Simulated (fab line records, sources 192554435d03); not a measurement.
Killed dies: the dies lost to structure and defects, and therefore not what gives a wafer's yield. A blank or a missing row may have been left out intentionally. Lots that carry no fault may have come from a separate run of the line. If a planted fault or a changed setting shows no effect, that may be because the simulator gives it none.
Lot-split experiment || flow n5 finfet || 21 wafers read across 7 lots, on a route 1938 steps long

## THE SPLIT
At N5_HKMG_FIN_ETCH_54 (etches SiARC in CF4, target depth 45.5 nm, time 75.8 s), the setting bias w was moved away from the recipe's 36 W on 5 of the 21 wafers read, by -15.0% to +12.4%. This setting was run at the recipe's value on the other wafers.

Reading taken at the split's own step.

## THE READING
rf vpp V, in V, at N5_HKMG_FIN_ETCH_54 (etches SiARC in CF4, target depth 45.5 nm, time 75.8 s). Fault-free wafers of this fab line usually give 184.7 V, standard deviation 1.1 V.

{"wafer": "L075.3", "tool, chamber at the split": "rie diel-02, 0", "bias w as run, W": 36, "against the recipe": "recipe", "rf vpp V, V": 184.3, "against lot-mates on the recipe": "-"}
{"wafer": "L075.4", "tool, chamber at the split": "rie diel-02, 2", "bias w as run, W": 36, "against the recipe": "recipe", "rf vpp V, V": 185.2, "against lot-mates on the recipe": "-"}
{"wafer": "L075.5", "tool, chamber at the split": "rie diel-02, 1", "bias w as run, W": 36, "against the recipe": "recipe", "rf vpp V, V": 184.0, "against lot-mates on the recipe": "-"}
{"wafer": "L078.1", "tool, chamber at the split": "rie diel-02, 0", "bias w as run, W": 36, "against the recipe": "recipe", "rf vpp V, V": 184.7, "against lot-mates on the recipe": "-"}
{"wafer": "L078.2", "tool, chamber at the split": "rie diel-02, 3", "bias w as run, W": 36, "against the recipe": "recipe", "rf vpp V, V": 186.4, "against lot-mates on the recipe": "-"}
{"wafer": "L078.6", "tool, chamber at the split": "rie diel-02, 1", "bias w as run, W": 34.11, "against the recipe": "-5.2%", "rf vpp V, V": 177.9, "against lot-mates on the recipe": -7.7}
{"wafer": "L079.4", "tool, chamber at the split": "rie diel-02, 2", "bias w as run, W": 36, "against the recipe": "recipe", "rf vpp V, V": 185.2, "against lot-mates on the recipe": "-"}
{"wafer": "L079.5", "tool, chamber at the split": "rie diel-02, 2", "bias w as run, W": 36, "against the recipe": "recipe", "rf vpp V, V": 185.2, "against lot-mates on the recipe": "-"}
{"wafer": "L079.6", "tool, chamber at the split": "rie diel-02, 1", "bias w as run, W": 36, "against the recipe": "recipe", "rf vpp V, V": 182.7, "against lot-mates on the recipe": "-"}
{"wafer": "L090.3", "tool, chamber at the split": "rie diel-04, 0", "bias w as run, W": 36, "against the recipe": "recipe", "rf vpp V, V": 184.6, "against lot-mates on the recipe": "-"}
{"wafer": "L090.5", "tool, chamber at the split": "rie diel-04, 3", "bias w as run, W": 36, "against the recipe": "recipe", "rf vpp V, V": 185.2, "against lot-mates on the recipe": "-"}
{"wafer": "L090.6", "tool, chamber at the split": "rie diel-04, 0", "bias w as run, W": 36, "against the recipe": "recipe", "rf vpp V, V": 182.9, "against lot-mates on the recipe": "-"}
{"wafer": "L091.2", "tool, chamber at the split": "rie diel-02, 2", "bias w as run, W": 36, "against the recipe": "recipe", "rf vpp V, V": 184.1, "against lot-mates on the recipe": "-"}
{"wafer": "L091.4", "tool, chamber at the split": "rie diel-02, 3", "bias w as run, W": 36, "against the recipe": "recipe", "rf vpp V, V": 184.1, "against lot-mates on the recipe": "-"}
{"wafer": "L091.6", "tool, chamber at the split": "rie diel-02, 2", "bias w as run, W": 36, "against the recipe": "recipe", "rf vpp V, V": 183.2, "against lot-mates on the recipe": "-"}
{"wafer": "L092.1", "tool, chamber at the split": "rie diel-02, 1", "bias w as run, W": 30.59, "against the recipe": "-15.0%", "rf vpp V, V": 165.7, "against lot-mates on the recipe": -19.1}
{"wafer": "L092.3", "tool, chamber at the split": "rie diel-02, 2", "bias w as run, W": 36, "against the recipe": "recipe", "rf vpp V, V": 184.8, "against lot-mates on the recipe": "-"}
{"wafer": "L092.5", "tool, chamber at the split": "rie diel-02, 2", "bias w as run, W": 30.59, "against the recipe": "-15.0%", "rf vpp V, V": 166.1, "against lot-mates on the recipe": -18.7}
{"wafer": "L094.2", "tool, chamber at the split": "rie diel-01, 3", "bias w as run, W": 36, "against the recipe": "recipe", "rf vpp V, V": 184.0, "against lot-mates on the recipe": "-"}
{"wafer": "L094.3", "tool, chamber at the split": "rie diel-01, 0", "bias w as run, W": 40.46, "against the recipe": "+12.4%", "rf vpp V, V": 198.5, "against lot-mates on the recipe": "+14.5"}
{"wafer": "L094.5", "tool, chamber at the split": "rie diel-01, 3", "bias w as run, W": 40.46, "against the recipe": "+12.4%", "rf vpp V, V": 198.4, "against lot-mates on the recipe": "+14.4"}

THE FIT
A straight line over all 21 wafers: rf vpp V changes by +1.19 V for each +1% of bias w; r = +0.99; the points scatter about the line by 0.9 V.
The same after taking each lot's own level away (the mean of its wafers on the recipe; 21 wafers): +1.23 V for each +1%; r = +0.99; scatter 0.8 V.
On that fit, the largest move of bias w shifts the reading by 18 V.
Across the lots, their own levels run from 183.80 to 185.55 V, a range of 1.6 times the standard deviation given above.
The two slopes agree, so the slope changes little with the lot-to-lot level.
Check: for one of the wafers moved furthest among these (-15.0%), held out of the fit, the line's prediction against its lot-mates is -18.4 V. Against them it came out at -19.1 V.
Tool readings at the split's step, against how far the setting was moved: rf vpp V r = +0.99.

## FILE'S OWN FIT
rf vpp V changes by +1.24 V for each +1% of bias w, r = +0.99.
